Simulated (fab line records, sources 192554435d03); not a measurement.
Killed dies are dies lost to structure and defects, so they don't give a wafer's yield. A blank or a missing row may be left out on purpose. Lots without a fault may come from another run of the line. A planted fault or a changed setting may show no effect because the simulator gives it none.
Problem report in the 8D (eight disciplines) form, filled by code | flow n5_finfet | the parts of the form that need people (team, actions taken, sign-off) are left out

1. THE PROBLEM
run_length_s at N5_BEOL_M10_ETCH_66 reads a mean of 213.7 s on 3 wafers of 3 lots; wafers without a fault read 203.2 s with a standard deviation of 0.4. That is +26 standard deviations from the usual mean.
The step: etches SOC in N2/H2, target depth 120 nm, overetch 24 nm, time 180 s.
First seen on wafer L665.4, day 13 23:14, on rie_diel-06. The record holds 18 wafers of 7 lots with a number at this step. Rule for "out", or "out of limits": more than 4 standard deviations from the usual mean. The other wafers with a number count as sound.

2. WHAT IT IS AND WHAT IT IS NOT
question                    | is                     | is not
which readings at this step | run_length_s           | drypump_motor_current_A, oes_product_au, rf_vpp_V, showerhead_plenum_p_Torr, throttle_valve_pct
which lots                  | L665, L668, L669       | L647, L649, L656, L660
which wafers of those lots  | L665.4, L668.1, L669.4 | L665.2, L668.5, L669.5
read on which tools         | rie_diel-06            | rie_diel-02, rie_diel-04
when                        | from day 13 23:14      | up to then (13 sound wafers); but 2 sound wafers of L668, L669 came after

3. SUSPECTS, AND WHAT RULES EACH OUT
Counting: a tool at a process step up to the reading stays a suspect if it ran every lot that is out. Sound lots after the first of them don't rule it out here, since some wafers of a struck lot are sound.
- rie_diel-06 at N5_BEOL_M10_DESCUM_33 (chemistry O2, time 7.9 s): kept. It ran every lot that is out, first L665 (day 13 23:09); its last sound lot up to then is L660 (day 13 05:21).
- rie_diel-06 at N5_BEOL_M10_ETCH_65 (etches SiARC in CF4, target depth 39 nm, time 65 s): kept. It ran every lot that is out, first L665 (day 13 23:11); its last sound lot up to then is L660 (day 13 05:23).
- rie_diel-06 at N5_BEOL_M10_ETCH_66 (etches SOC in N2/H2, target depth 120 nm, overetch 24 nm, time 180 s): kept. It ran every lot that is out, first L665 (day 13 23:14); its last sound lot up to then is L660 (day 13 05:26). Its own readings are out on those wafers: run_length_s.
Left after counting: rie_diel-06 at N5_BEOL_M10_DESCUM_33, rie_diel-06 at N5_BEOL_M10_ETCH_65, rie_diel-06 at N5_BEOL_M10_ETCH_66.

4. THE CAUSE (what the simulator had put in)
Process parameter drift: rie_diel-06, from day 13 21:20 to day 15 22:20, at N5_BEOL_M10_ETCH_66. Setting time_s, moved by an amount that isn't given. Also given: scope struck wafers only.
Counting left 3 suspects, and this tool is among them.

5. THE CHAIN OF EFFECTS, in route order
Each row: a reading whose mean over the struck wafers that have a number lies more than 3 standard deviations from the usual. Only readings for which the record gives a usual standard deviation are gone through. hours: the time from each lot's start at the first step in this table that gives one to its start at this step, as a median over the lots. sigmas: the change in usual standard deviations.
hours | step                | reading      | usual   | on struck wafers | change | sigmas
0     | N5_BEOL_M10_ETCH_66 | run_length_s | 203.2 s | 213.7            | +10.5  | +26
The process steps in it:
- N5_BEOL_M10_ETCH_66: etches SOC in N2/H2, target depth 120 nm, overetch 24 nm, time 180 s.

6. WHAT WOULD HAVE CAUGHT IT SOONER
In this record the first reading out of limits was taken at day 13 23:14, 2 hours after the fault began at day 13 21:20.
